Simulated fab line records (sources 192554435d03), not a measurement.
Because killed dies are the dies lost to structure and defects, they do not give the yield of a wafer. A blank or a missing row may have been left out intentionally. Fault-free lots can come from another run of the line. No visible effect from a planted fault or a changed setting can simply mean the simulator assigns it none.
Matching of chambers -- flow n5_finfet -- 4 sister chambers for N5_BEOL_M10_DESCUM_33 on rie_diel-04
The step chemistry O2, time 7.9 s. 4 wafers are shown with their chamber, then 8 later ones without.

## WAFERS, EACH WITH ITS CHAMBER
wafer,chamber,showerhead_plenum_p_Torr (Torr)
L082.2,1,2.12
L082.3,2,2.18
L082.4,3,2.24
L083.1,0,2.20

## WAFERS WITH NO CHAMBER GIVEN
wafer,showerhead_plenum_p_Torr (Torr)
L083.5,2.24
L083.6,2.18
L085.1,2.12
L085.3,2.19
L085.5,2.12
L093.3,2.19
L093.5,2.17
L093.6,2.12

## WHICH CHAMBER EACH ONE RAN IN
wafer,from the rows above,in truth
L083.5,3,3
L083.6,2,2
L085.1,1,1
L085.3,can't be placed: 2 or 0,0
L085.5,1,1
L093.3,can't be placed: 2 or 0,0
L093.5,2,2
L093.6,1,1
Placed correctly: 6 of 8. These rows do not allow placing 2 (true chamber among the candidates in 2). Number placed wrongly: 0.
How it was worked out, from the rows above alone: a wafer's distance from a chamber is the root of the sum, over the readings, of the square of ((its reading less the chamber's mean) divided by the reading's scatter). The wafer belongs to the nearest chamber; if the next one is less than 2 further off, it can't be placed. The mean given for a chamber averages the wafers shown for that chamber. The scatter: root of mean squared gap, hidden wafer to nearest shown wafer, with one shown wafer a chamber.
